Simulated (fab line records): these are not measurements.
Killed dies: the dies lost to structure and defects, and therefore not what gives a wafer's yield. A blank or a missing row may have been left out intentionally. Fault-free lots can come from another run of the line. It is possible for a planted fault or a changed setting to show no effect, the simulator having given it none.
Chamber matching :: flow nand-harc :: NHARC_A_STAIRCASE_TRIM_229 on rie-diel-02 has 4 sister chambers
The step chemistry O2, time 211.2 s. 8 wafers are shown with their chamber, then 10 later ones without.

EACH WAFER AND ITS CHAMBER
wafer: L075.3
chamber: 1
showerhead-plenum-p-Torr (Torr): 3.71
drypump-motor-current-A (A): 6.1

wafer: L077.6
chamber: 1
showerhead-plenum-p-Torr (Torr): 3.71
drypump-motor-current-A (A): 6.2

wafer: L083.5
chamber: 2
showerhead-plenum-p-Torr (Torr): 3.45
drypump-motor-current-A (A): 5.7

wafer: L086.1
chamber: 3
showerhead-plenum-p-Torr (Torr): 3.32
drypump-motor-current-A (A): 6.0

wafer: L086.3
chamber: 0
showerhead-plenum-p-Torr (Torr): 3.33
drypump-motor-current-A (A): 5.9

wafer: L086.5
chamber: 3
showerhead-plenum-p-Torr (Torr): 3.32
drypump-motor-current-A (A): 6.0

wafer: L092.1
chamber: 0
showerhead-plenum-p-Torr (Torr): 3.32
drypump-motor-current-A (A): 6.0

wafer: L092.3
chamber: 2
showerhead-plenum-p-Torr (Torr): 3.45
drypump-motor-current-A (A): 5.7

WAFERS WITHOUT THEIR CHAMBER
wafer: L092.4
showerhead-plenum-p-Torr (Torr): 3.69
drypump-motor-current-A (A): 6.2

wafer: L089.3
showerhead-plenum-p-Torr (Torr): 3.69
drypump-motor-current-A (A): 6.1

wafer: L089.5
showerhead-plenum-p-Torr (Torr): 3.32
drypump-motor-current-A (A): 6.0

wafer: L089.6
showerhead-plenum-p-Torr (Torr): 3.69
drypump-motor-current-A (A): 6.2

wafer: L093.1
showerhead-plenum-p-Torr (Torr): 3.32
drypump-motor-current-A (A): 6.0

wafer: L093.3
showerhead-plenum-p-Torr (Torr): 3.44
drypump-motor-current-A (A): 5.7

wafer: L093.4
showerhead-plenum-p-Torr (Torr): 3.69
drypump-motor-current-A (A): 6.2

wafer: L097.1
showerhead-plenum-p-Torr (Torr): 3.32
drypump-motor-current-A (A): 6.0

wafer: L097.3
showerhead-plenum-p-Torr (Torr): 3.32
drypump-motor-current-A (A): 6.0

wafer: L097.4
showerhead-plenum-p-Torr (Torr): 3.32
drypump-motor-current-A (A): 5.9

EACH ONE'S CHAMBER
wafer: L092.4
from the rows above: 1
in truth: 1

wafer: L089.3
from the rows above: 1
in truth: 1

wafer: L089.5
from the rows above: can't be placed: 3 or 0
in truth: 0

wafer: L089.6
from the rows above: 1
in truth: 1

wafer: L093.1
from the rows above: can't be placed: 3 or 0
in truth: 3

wafer: L093.3
from the rows above: 2
in truth: 2

wafer: L093.4
from the rows above: 1
in truth: 1

wafer: L097.1
from the rows above: can't be placed: 3 or 0
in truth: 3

wafer: L097.3
from the rows above: can't be placed: 3 or 0
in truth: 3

wafer: L097.4
from the rows above: can't be placed: 0 or 3
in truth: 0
Placed correctly: 5 of 10. From these rows, 5 cannot be placed; in 5 the true chamber is one of the candidates. Placed wrongly: 0.
How it was worked out, from the rows above alone: a wafer's distance from a chamber is the root of the sum, over the readings, of the square of ((its reading less the chamber's mean) divided by the reading's scatter). If the next closest chamber is less than 2 further off than the closest, the wafer can't be placed; otherwise it belongs to the closest. For every chamber, the mean is computed from those of its wafers that are shown. The scatter: take each reading less its chamber's mean, square it, sum over the shown wafers, divide by the number of wafers less the number of chambers, and take the root.
